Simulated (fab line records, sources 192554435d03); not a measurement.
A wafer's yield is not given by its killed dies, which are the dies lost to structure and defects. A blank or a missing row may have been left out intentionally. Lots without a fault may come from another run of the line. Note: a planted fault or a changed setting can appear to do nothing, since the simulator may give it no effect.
Matching of chambers | flow n5 finfet | N5_BEOL_M1_ETCH_70 on rie diel-01 has 4 sister chambers
The step etches SOC in N2/H2, target depth 80 nm, overetch 16 nm, time 120 s. 7 wafers are shown with their chamber, then 8 later ones without.

== WAFERS PAIRED WITH THEIR CHAMBERS ==
wafer  | chamber | showerhead plenum p Torr (Torr) | rf vpp V (V)
L079.1 | 2       | 2.65                            | 526.4
L082.3 | 3       | 2.58                            | 524.3
L086.2 | 2       | 2.64                            | 525.9
L090.2 | 1       | 2.58                            | 526.0
L090.3 | 0       | 2.52                            | 522.9
L090.5 | 1       | 2.58                            | 525.6
L093.1 | 0       | 2.52                            | 523.4

== WAFERS WITH NO CHAMBER GIVEN ==
wafer  | showerhead plenum p Torr (Torr) | rf vpp V (V)
L093.4 | 2.63                            | 526.1
L093.6 | 2.63                            | 525.5
L094.1 | 2.57                            | 523.7
L094.2 | 2.51                            | 522.2
L094.3 | 2.63                            | 525.6
L096.2 | 2.63                            | 524.1
L096.3 | 2.57                            | 525.6
L096.5 | 2.51                            | 522.2

== WHICH CHAMBER EACH ONE RAN IN ==
wafer  | from the rows above | in truth
L093.4 | 2                   | 2
L093.6 | 2                   | 2
L094.1 | 3                   | 3
L094.2 | 0                   | 0
L094.3 | 2                   | 2
L096.2 | 2                   | 2
L096.3 | 1                   | 1
L096.5 | 0                   | 0
8 of 8 placed correctly. From these rows, 0 cannot be placed. Wrongly placed: 0.
How it was worked out, from the rows above alone: a wafer's distance from a chamber is the root of the sum, over the readings, of the square of ((its reading less the chamber's mean) divided by the reading's scatter). If the next closest chamber is less than 2 further off than the closest, the wafer can't be placed; otherwise it belongs to the closest. For every chamber, the mean is computed from those of its wafers that are shown. The scatter is the square root of a quotient: the sum, over the shown wafers, of each reading's squared deviation from its chamber's mean, divided by wafers minus chambers.
